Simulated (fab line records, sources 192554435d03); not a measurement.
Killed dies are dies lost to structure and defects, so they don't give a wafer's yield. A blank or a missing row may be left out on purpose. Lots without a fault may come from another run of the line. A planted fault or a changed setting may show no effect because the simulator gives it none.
Split-lot experiment | flow n5_finfet | 7 lots, 21 wafers read, on a route of 1938 steps

THE SPLIT
At N5_SD_EPI_N_ETCH_45 (etches SiOCN in CH3F/O2, target depth 6 nm), the setting target_depth_a was moved away from the recipe's 60 angstrom on 7 of the 21 wafers read, by -11.9% to +12.1%. The other wafers ran this setting at the recipe's value.

The reading is taken at the split's own step.

THE READING
etch.depth_nm (the simulator's own value, which no gauge read), in nm, at N5_SD_EPI_N_ETCH_45 (etches SiOCN in CH3F/O2, target depth 6 nm). The file gives no usual value for it. The 14 wafers here that ran the recipe average 5.988 nm, standard deviation 0.1 nm.

wafer  | tool, chamber at the split | target_depth_a as run, angstrom | against the recipe | etch.depth_nm, nm | against lot-mates on the recipe
L074.1 | rie_diel-03, 0             | 60                              | recipe             | 5.986             | -
L074.3 | rie_diel-03, 2             | 52.88                           | -11.9%             | 5.267             | -0.731
L074.4 | rie_diel-03, 2             | 60                              | recipe             | 6.009             | -
L076.1 | rie_diel-06, 2             | 60                              | recipe             | 6.02              | -
L076.2 | rie_diel-06, 3             | 60                              | recipe             | 6.067             | -
L076.5 | rie_diel-06, 1             | 60                              | recipe             | 6.094             | -
L077.1 | rie_diel-05, 3             | 60                              | recipe             | 5.922             | -
L077.4 | rie_diel-05, 1             | 60                              | recipe             | 5.776             | -
L077.5 | rie_diel-05, 0             | 57.8                            | -3.7%              | 5.63              | -0.219
L079.2 | rie_diel-03, 1             | 60                              | recipe             | 6.046             | -
L079.3 | rie_diel-03, 2             | 60                              | recipe             | 5.902             | -
L079.6 | rie_diel-03, 2             | 66.15                           | +10.3%             | 6.55              | +0.576
L084.1 | rie_diel-03, 2             | 60                              | recipe             | 6.067             | -
L084.3 | rie_diel-03, 3             | 60                              | recipe             | 6.072             | -
L084.4 | rie_diel-03, 1             | 60                              | recipe             | 6.125             | -
L090.1 | rie_diel-06, 0             | 65.83                           | +9.7%              | 6.528             | no lot-mate on the recipe
L090.2 | rie_diel-06, 1             | 65.83                           | +9.7%              | 6.59              | no lot-mate on the recipe
L090.6 | rie_diel-06, 2             | 65.83                           | +9.7%              | 6.614             | no lot-mate on the recipe
L091.1 | rie_diel-03, 0             | 60                              | recipe             | 5.835             | -
L091.3 | rie_diel-03, 3             | 60                              | recipe             | 5.911             | -
L091.6 | rie_diel-03, 1             | 67.27                           | +12.1%             | 6.682             | +0.809

THE FIT
A straight line over all 21 wafers: etch.depth_nm changes by +0.0604 nm for each +1% of target_depth_a; r = +0.97; the points scatter about the line by 0.093 nm.
The same after taking each lot's own level away (the mean of its wafers on the recipe; 18 wafers): +0.062 nm for each +1%; r = +0.99; scatter 0.047 nm.
On that fit, the largest move of target_depth_a shifts the reading by 0.75 nm.
The lots' own levels span 5.8490 to 6.0880 nm, that is 2.4 times the standard deviation above.
So the lot-to-lot level changes the slope little: the two slopes agree.
Check: with one of the wafers moved furthest among these (+12.1%) left out of the fit, the line predicts +0.714 nm for it against its lot-mates. It came out at +0.809 nm against them.

OTHER SPLITS ON THESE WAFERS
These wafers also went through other splits before the reading. Each is held against what the fit with the lots' levels taken away leaves over:
other split on the same wafers          | wafers away from the commonest value | r with etch.depth_nm (lot level and that fit taken away)
N5_ZERO_LAYER_PECVD_02 time_s           | 6                                    | +0.12
N5_ZERO_LAYER_COAT_05 spin_rpm          | 8                                    | -0.07
N5_ZERO_LAYER_DEVELOP_10 develop_time_s | 8                                    | -0.22
N5_WELL_APT_COAT_02 spin_rpm            | 10                                   | +0.07
N5_FIN_SAQP_SPACER1_ALD_24 ald_cycles   | 8                                    | -0.11
N5_FIN_CUT_COAT_19 spin_rpm             | 7                                    | +0.19
N5_DUMMY_GATE_COAT_34 spin_rpm          | 6                                    | +0.52
N5_DUMMY_GATE_COAT_35 spin_rpm          | 5                                    | -0.27

THE FILE'S OWN FIT
etch.depth_nm changes by +0.062 nm for each +1% of target_depth_a, r = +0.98.
